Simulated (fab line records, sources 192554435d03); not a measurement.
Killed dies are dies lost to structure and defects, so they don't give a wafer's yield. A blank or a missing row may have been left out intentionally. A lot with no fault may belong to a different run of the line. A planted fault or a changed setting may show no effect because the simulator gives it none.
Which of the tools did it? ; flow n5-finfet ; 42 wafers from 14 lots sampled at 4 of the route's 1938 steps

== WHAT EACH GAUGE READ, for each wafer ==
N5_BEOL_M0_CUTY_CD_MEAS_57: target cd 200 nm.
lot;measured;on;cd-nm (nm)
L656;day 5 17:02;cd-sem-03;202.2 201.6 202.2
L657;day 5 21:14;cd-sem-02;200.8 200.9 200.1
L658;day 6 08:13;cd-sem-03;198.0 198.6 199.4
L663;day 7 09:43;cd-sem-02;199.6 200.8 200.7
L662;day 7 12:08;cd-sem-01;199.5 201.3 200.8
L664;day 7 22:17;cd-sem-03;199.6 198.2 199.5
L665;day 7 23:28;cd-sem-02;199.6 200.8 199.4
L666;day 8 11:29;cd-sem-03;199.6 199.5 199.8
L668;day 8 23:02;cd-sem-03;200.6 199.8 201.0
L671;day 9 15:11;cd-sem-02;- - -
L672;day 9 20:38;cd-sem-03;- - -
L676;day 10 16:26;cd-sem-03;198.7 199.5 199.2
L678;day 11 06:32;cd-sem-03;200.7 201.2 200.0
L679;day 11 14:43;cd-sem-01;202.2 200.9 200.3

== WHICH TOOL RAN EACH LOT (tool, then ch and the chambers of the sampled wafers, then the start) ==
lot;N5_BEOL_M0_SAQP_CUT_ETCH_46;N5_BEOL_M0_SAQP_STRIP_75;N5_BEOL_M0_CUTY_PEB_55
L656;rie-diel-03 ch 1,2,3, day 5 15:45;rie-diel-02 ch 0,2,3, day 5 16:46;litho-track-05 ch 0, day 5 16:58
L657;rie-diel-02 ch 0,2,3, day 5 20:08;rie-diel-03 ch 0,1,2, day 5 20:58;litho-track-03 ch 0, day 5 21:10
L658;rie-diel-03 ch 1,2,3, day 6 07:00;rie-diel-04 ch 1,3, day 6 07:50;litho-track-03 ch 0, day 6 08:09
L663;rie-diel-02 ch 1,3, day 7 08:19;rie-diel-03 ch 0,1,3, day 7 09:19;litho-track-03 ch 0, day 7 09:39
L662;rie-diel-02 ch 0,1, day 7 10:55;rie-diel-03 ch 0,1, day 7 11:44;litho-track-05 ch 0, day 7 12:04
L664;rie-diel-03 ch 0,1,2, day 7 20:50;rie-diel-04 ch 0,2,3, day 7 22:00;litho-track-05 ch 0, day 7 22:13
L665;rie-diel-04 ch 0,2, day 7 22:14;rie-diel-02 ch 0,2,3, day 7 23:04;litho-track-05 ch 0, day 7 23:23
L666;rie-diel-03 ch 1,2,3, day 8 09:31;rie-diel-03 ch 0,1,2, day 8 11:14;litho-track-05 ch 0, day 8 11:26
L668;rie-diel-03 ch 0,2,3, day 8 21:20;rie-diel-04 ch 0,1,3, day 8 22:38;litho-track-02 ch 0, day 8 22:58
L671;rie-diel-02 ch 0,1,3, day 9 14:05;rie-diel-04 ch 0,1,2, day 9 14:55;litho-track-03, day 9 15:07
L672;rie-diel-04 ch 1,2,3, day 9 19:32;rie-diel-02 ch 0,2, day 9 20:22;litho-track-02, day 9 20:34
L676;rie-diel-03 ch 2,3, day 10 15:21;rie-diel-03 ch 2,3, day 10 16:11;litho-track-02 ch 0, day 10 16:23
L678;rie-diel-03 ch 1,2,3, day 11 04:50;rie-diel-03 ch 1,2,3, day 11 06:08;litho-track-03 ch 0, day 11 06:28
L679;rie-diel-02 ch 0,1,2, day 11 13:19;rie-diel-02 ch 0,1,2, day 11 14:20;litho-track-03 ch 0, day 11 14:40
- N5_BEOL_M0_SAQP_CUT_ETCH_46: etches SOC in N2/H2, target depth 135 nm, overetch 27 nm, time 202.5 s.
- N5_BEOL_M0_SAQP_STRIP_75: strips in CF4.
- N5_BEOL_M0_CUTY_PEB_55: peb time 60 s.

== AS READ BY THE TOOLS THEMSELVES (means over the sampled wafers that have a number; for cases with no such wafer, the mark the record gives instead) ==
N5_BEOL_M0_SAQP_CUT_ETCH_46.
lot;tool;bias-w (W);drypump-motor-current-A (A);rf-vpp-V (V);showerhead-plenum-p-Torr (Torr);throttle-valve-pct (%)
L656;rie-diel-03;150.2;5.7;522.8;2.50;17.80
L657;rie-diel-02;149.8;6.0;524.9;2.61;17.73
L658;rie-diel-03;149.7;5.7;523.5;2.50;17.80
L663;rie-diel-02;149.8;6.5;523.7;2.55;17.86
L662;rie-diel-02;149.4;5.8;524.3;2.52;17.68
L664;rie-diel-03;150.3;5.9;522.7;2.49;17.84
L665;rie-diel-04;150.0;5.7;523.3;2.49;17.82
L666;rie-diel-03;150.4;5.7;522.5;2.49;17.82
L668;rie-diel-03;149.9;5.5;521.0;2.45;17.88
L671;rie-diel-02;149.8;5.9;524.2;2.57;17.65
L672;rie-diel-04;149.9;5.8;525.2;2.60;17.78
L676;rie-diel-03;149.8;5.3;521.8;2.49;17.84
L678;rie-diel-03;150.0;5.7;523.0;2.48;17.87
L679;rie-diel-02;150.0;5.8;523.1;2.54;17.74

N5_BEOL_M0_SAQP_STRIP_75.
lot;tool;bias-power-w (W);cf4-flow-sccm (sccm);drypump-motor-current-A (A);oes-product-au (a.u.);rf-vpp-V (V);showerhead-plenum-p-Torr (Torr);throttle-valve-pct (%)
L656;rie-diel-02;75.21;150.1;5.9;0.174;273.0;1.85;13.61
L657;rie-diel-03;74.97;149.9;5.9;0.168;271.0;1.76;13.63
L658;rie-diel-04;75.34;150.4;6.0;0.172;272.3;1.86;13.59
L663;rie-diel-03;75.29;150.3;5.9;0.167;269.8;1.73;13.71
L662;rie-diel-03;75.07;150.5;6.3;0.165;270.3;1.75;13.71
L664;rie-diel-04;74.92;149.9;5.9;0.170;271.7;1.79;13.73
L665;rie-diel-02;75.35;150.0;5.9;0.171;272.3;1.84;13.64
L666;rie-diel-03;75.12;149.9;5.9;0.166;270.2;1.76;13.66
L668;rie-diel-04;74.89;150.0;6.1;0.161;270.4;1.81;13.76
L671;rie-diel-04;74.95;150.3;5.9;0.166;271.4;1.79;13.78
L672;rie-diel-02;74.89;149.3;5.8;0.176;271.2;1.83;13.60
L676;rie-diel-03;74.83;150.3;5.3;0.166;269.7;1.73;13.66
L678;rie-diel-03;75.03;150.2;5.7;0.163;270.8;1.75;13.69
L679;rie-diel-02;75.23;149.9;5.8;0.175;271.7;1.80;13.60

N5_BEOL_M0_CUTY_PEB_55.
lot;tool;chill-plate-temp-C (C);exhaust-pa (Pa)
L656;litho-track-05;22.96;45.7
L657;litho-track-03;22.87;46.2
L658;litho-track-03;23.06;44.8
L663;litho-track-03;22.94;45.1
L662;litho-track-05;23.06;44.3
L664;litho-track-05;22.96;45.3
L665;litho-track-05;23.02;45.4
L666;litho-track-05;23.07;45.6
L668;litho-track-02;23.04;44.5
L671;litho-track-03;-;-
L672;litho-track-02;-;-
L676;litho-track-02;23.12;45.1
L678;litho-track-03;23.09;45.6
L679;litho-track-03;22.90;45.9

== THE ANSWER, worked out from the rows above alone ==
Rule: what is usual is taken from the lots themselves. Put in order of their means at a reading, lots are off if they are a third of the lots or fewer, leave a main group of 4 or more, and stand apart from it by a gap of 3 or more times the standard deviation of the main group's means; of several such gaps the widest counts. The tables above print the reading to a certain number of digits; a main group whose means all agree to those digits is not used. Also off: a lot with no number at a reading for which 4 or more lots have one. Any other lot the step has rows for is counted as sound. The gauges are gone through in route order, then the tools' own readings, and for those a lot's mean is taken as printed above. The first step at which some lot is off is used, and at that step the reading that is off furthest; a lot without a number counts as furthest.
Off: L671, L672 (N5_BEOL_M0_CUTY_CD_MEAS_57, cd-nm). Without a number there: L671, L672. Main group: mean 200.2 nm, sd 0.9.
A tool fits if, at a process step before that reading, it ran every lot that is off, and no sound lot after the first of them. Not tried: the gauges at N5_BEOL_M0_CUTY_CD_MEAS_57; whatever is off there is also off at N5_BEOL_M0_CUTY_PEB_55, on other tools, and gauge error can't account for it. None of those tried fits.

== WHAT HAD BEEN PUT IN BY THE SIMULATOR ==
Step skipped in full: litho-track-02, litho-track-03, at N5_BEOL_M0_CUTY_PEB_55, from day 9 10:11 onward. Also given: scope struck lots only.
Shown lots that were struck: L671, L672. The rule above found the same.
